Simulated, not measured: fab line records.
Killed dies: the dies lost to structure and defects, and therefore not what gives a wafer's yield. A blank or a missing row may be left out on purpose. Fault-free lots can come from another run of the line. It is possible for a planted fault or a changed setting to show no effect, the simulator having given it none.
Matching of chambers -- flow n5Finfet -- N5_BEOL_M2_DESCUM_33 on rieDiel-02 has 4 sister chambers
The step chemistry O2, time 7 s. 16 wafers are shown with their chamber, then 8 later ones without.

EACH WAFER AND ITS CHAMBER
wafer,chamber,showerheadPlenumPTorr (Torr),throttleValvePct (%),oesProductAu (a.u.)
L075.2,2,2.06,20.39,0.70
L075.3,0,2.02,20.39,0.73
L075.6,0,2.02,20.40,0.72
L079.1,0,2.02,20.39,0.72
L079.5,0,2.02,20.41,0.73
L079.6,3,2.05,20.82,0.70
L083.1,2,2.05,20.41,0.70
L083.5,1,2.13,20.43,0.85
L083.6,0,2.01,20.41,0.72
L084.3,2,2.05,20.43,0.70
L084.4,1,2.12,20.45,0.84
L084.6,1,2.13,20.43,0.84
L091.2,1,2.12,20.48,0.82
L091.3,2,2.05,20.11,1.01
L091.5,0,2.01,20.45,0.71
L093.3,0,2.01,20.44,0.69

SIGNATURES, as means of the wafers listed above
reading,chamber 0,chamber 1,chamber 2,chamber 3,scatter within a chamber
showerheadPlenumPTorr,2.0157,2.1250,2.0525,2.0500,0.00537
throttleValvePct,20.4129,20.4475,20.3350,20.8200,0.0782
oesProductAu,0.7171,0.8375,0.7775,0.7000,0.0784
Rule: for a wafer and a chamber, the distance is found by dividing, reading by reading, the gap between the wafer's reading and the chamber's mean by the reading's scatter, squaring, summing and taking the root. The wafer belongs to the nearest chamber; if the next one is less than 2 further off, it can't be placed. The scatter is the square root of a quotient: the sum, over the shown wafers, of each reading's squared deviation from its chamber's mean, divided by wafers minus chambers.

WAFERS WITH NO CHAMBER GIVEN
wafer,showerheadPlenumPTorr (Torr),throttleValvePct (%),oesProductAu (a.u.)
L093.5,2.00,20.47,0.69
L093.6,2.12,20.47,0.81
L095.2,2.00,20.46,0.69
L095.5,2.04,20.35,0.97
L095.6,2.00,20.45,0.69
L097.2,2.04,20.37,0.94
L097.3,2.05,20.11,0.94
L097.6,2.00,20.48,0.69

WHICH CHAMBER EACH WENT THROUGH
wafer,from the rows above,in truth
L093.5,0,0
L093.6,1,1
L095.2,0,0
L095.5,2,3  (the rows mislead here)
L095.6,0,0
L097.2,2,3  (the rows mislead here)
L097.3,2,2
L097.6,0,0
Placed correctly: 6 of 8. Left unplaced by these rows: 0. Placed wrongly: 2.
